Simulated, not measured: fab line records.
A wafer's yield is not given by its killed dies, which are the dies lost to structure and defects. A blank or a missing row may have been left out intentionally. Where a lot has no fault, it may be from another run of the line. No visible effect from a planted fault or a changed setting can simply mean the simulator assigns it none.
Matching of chambers :: flow n5Finfet :: N5_GATE_CUT_CMP_02 on cmp-01 has 4 sister chambers
The step polishes, stops on SiO2, t overpolish 12.7 s, target thk 0 nm. 24 wafers are shown with their chamber, then 12 later ones without.

== EACH WAFER AND ITS CHAMBER ==
wafer: L075.1
chamber: 2
timeToEndpointS (s): 24
motorCurrentA (A): 9.6
overpolishRunS (s): 12.700

wafer: L075.2
chamber: 1
timeToEndpointS (s): 23
motorCurrentA (A): 10.4
overpolishRunS (s): 12.693

wafer: L075.3
chamber: 0
timeToEndpointS (s): 26
motorCurrentA (A): 9.7
overpolishRunS (s): 12.714

wafer: L077.1
chamber: 2
timeToEndpointS (s): 29
motorCurrentA (A): 10.3
overpolishRunS (s): 12.704

wafer: L077.3
chamber: 0
timeToEndpointS (s): 28
motorCurrentA (A): 9.2
overpolishRunS (s): 12.695

wafer: L077.6
chamber: 3
timeToEndpointS (s): 31
motorCurrentA (A): 9.3
overpolishRunS (s): 12.696

wafer: L078.1
chamber: 1
timeToEndpointS (s): 22
motorCurrentA (A): 10.2
overpolishRunS (s): 12.693

wafer: L078.5
chamber: 3
timeToEndpointS (s): 29
motorCurrentA (A): 9.9
overpolishRunS (s): 12.671

wafer: L078.6
chamber: 0
timeToEndpointS (s): 25
motorCurrentA (A): 9.8
overpolishRunS (s): 12.692

wafer: L079.3
chamber: 1
timeToEndpointS (s): 27
motorCurrentA (A): 10.3
overpolishRunS (s): 12.699

wafer: L079.4
chamber: 3
timeToEndpointS (s): 33
motorCurrentA (A): 9.6
overpolishRunS (s): 12.703

wafer: L079.5
chamber: 3
timeToEndpointS (s): 31
motorCurrentA (A): 9.9
overpolishRunS (s): 12.697

wafer: L080.2
chamber: 1
timeToEndpointS (s): 23
motorCurrentA (A): 9.7
overpolishRunS (s): 12.708

wafer: L080.4
chamber: 3
timeToEndpointS (s): 31
motorCurrentA (A): 8.9
overpolishRunS (s): 12.707

wafer: L080.6
chamber: 0
timeToEndpointS (s): 28
motorCurrentA (A): 9.9
overpolishRunS (s): 12.723

wafer: L082.2
chamber: 1
timeToEndpointS (s): 27
motorCurrentA (A): 9.8
overpolishRunS (s): 12.712

wafer: L082.3
chamber: 3
timeToEndpointS (s): 34
motorCurrentA (A): 9.7
overpolishRunS (s): 12.705

wafer: L082.6
chamber: 3
timeToEndpointS (s): 34
motorCurrentA (A): 9.9
overpolishRunS (s): 12.698

wafer: L084.1
chamber: 2
timeToEndpointS (s): 28
motorCurrentA (A): 10.0
overpolishRunS (s): 12.707

wafer: L084.3
chamber: 3
timeToEndpointS (s): 32
motorCurrentA (A): 9.7
overpolishRunS (s): 12.698

wafer: L084.6
chamber: 2
timeToEndpointS (s): 30
motorCurrentA (A): 10.1
overpolishRunS (s): 12.696

wafer: L085.2
chamber: 3
timeToEndpointS (s): 31
motorCurrentA (A): 9.4
overpolishRunS (s): 12.694

wafer: L085.3
chamber: 1
timeToEndpointS (s): 24
motorCurrentA (A): 9.9
overpolishRunS (s): 12.685

wafer: L085.6
chamber: 3
timeToEndpointS (s): 34
motorCurrentA (A): 9.2
overpolishRunS (s): 12.683

SIGNATURES, as means of the wafers listed above
reading: timeToEndpointS
chamber 0: 26.75
chamber 1: 24.33
chamber 2: 27.75
chamber 3: 32.00
scatter within a chamber: 1.96

reading: motorCurrentA
chamber 0: 9.650
chamber 1: 10.050
chamber 2: 10.000
chamber 3: 9.550
scatter within a chamber: 0.317

reading: overpolishRunS
chamber 0: 12.70600
chamber 1: 12.69833
chamber 2: 12.70175
chamber 3: 12.69520
scatter within a chamber: 0.0107
Rule: for a wafer and a chamber, the distance is found by dividing, reading by reading, the gap between the wafer's reading and the chamber's mean by the reading's scatter, squaring, summing and taking the root. If the next closest chamber is less than 2 further off than the closest, the wafer can't be placed; otherwise it belongs to the closest. How the scatter is found: for the shown wafers, subtract from each reading the mean of its chamber, square and add these, divide the total by (wafers less chambers), then take the root.

== WAFERS WITH NO CHAMBER GIVEN ==
wafer: L086.1
timeToEndpointS (s): 32
motorCurrentA (A): 9.5
overpolishRunS (s): 12.702

wafer: L086.3
timeToEndpointS (s): 25
motorCurrentA (A): 10.0
overpolishRunS (s): 12.691

wafer: L086.4
timeToEndpointS (s): 29
motorCurrentA (A): 10.1
overpolishRunS (s): 12.693

wafer: L088.1
timeToEndpointS (s): 28
motorCurrentA (A): 9.1
overpolishRunS (s): 12.710

wafer: L088.4
timeToEndpointS (s): 35
motorCurrentA (A): 9.9
overpolishRunS (s): 12.698

wafer: L088.5
timeToEndpointS (s): 33
motorCurrentA (A): 9.8
overpolishRunS (s): 12.696

wafer: L089.2
timeToEndpointS (s): 22
motorCurrentA (A): 10.5
overpolishRunS (s): 12.699

wafer: L089.5
timeToEndpointS (s): 28
motorCurrentA (A): 9.3
overpolishRunS (s): 12.704

wafer: L089.6
timeToEndpointS (s): 33
motorCurrentA (A): 9.3
overpolishRunS (s): 12.702

wafer: L093.3
timeToEndpointS (s): 30
motorCurrentA (A): 9.9
overpolishRunS (s): 12.691

wafer: L093.5
timeToEndpointS (s): 34
motorCurrentA (A): 9.4
overpolishRunS (s): 12.705

wafer: L093.6
timeToEndpointS (s): 29
motorCurrentA (A): 10.3
overpolishRunS (s): 12.690

== CHAMBER TAKEN BY EACH ==
wafer: L086.1
from the rows above: 3
in truth: 3

wafer: L086.3
from the rows above: can't be placed: 1 or 2 or 0
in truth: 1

wafer: L086.4
from the rows above: can't be placed: 2 or 0 or 3 or 1
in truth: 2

wafer: L088.1
from the rows above: can't be placed: 0 or 3 or 2 or 1
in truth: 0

wafer: L088.4
from the rows above: can't be placed: 3 or 2
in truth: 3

wafer: L088.5
from the rows above: can't be placed: 3 or 2
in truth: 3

wafer: L089.2
from the rows above: can't be placed: 1 or 2 or 0
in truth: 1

wafer: L089.5
from the rows above: can't be placed: 0 or 2 or 3 or 1
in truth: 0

wafer: L089.6
from the rows above: 3
in truth: 3

wafer: L093.3
from the rows above: can't be placed: 3 or 2 or 0 or 1
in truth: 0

wafer: L093.5
from the rows above: 3
in truth: 3

wafer: L093.6
from the rows above: can't be placed: 2 or 1 or 0 or 3
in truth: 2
Correctly placed: 3 of 12. Not placeable from these rows: 9 (in 9, the candidates include the true chamber). 0 placed wrongly.
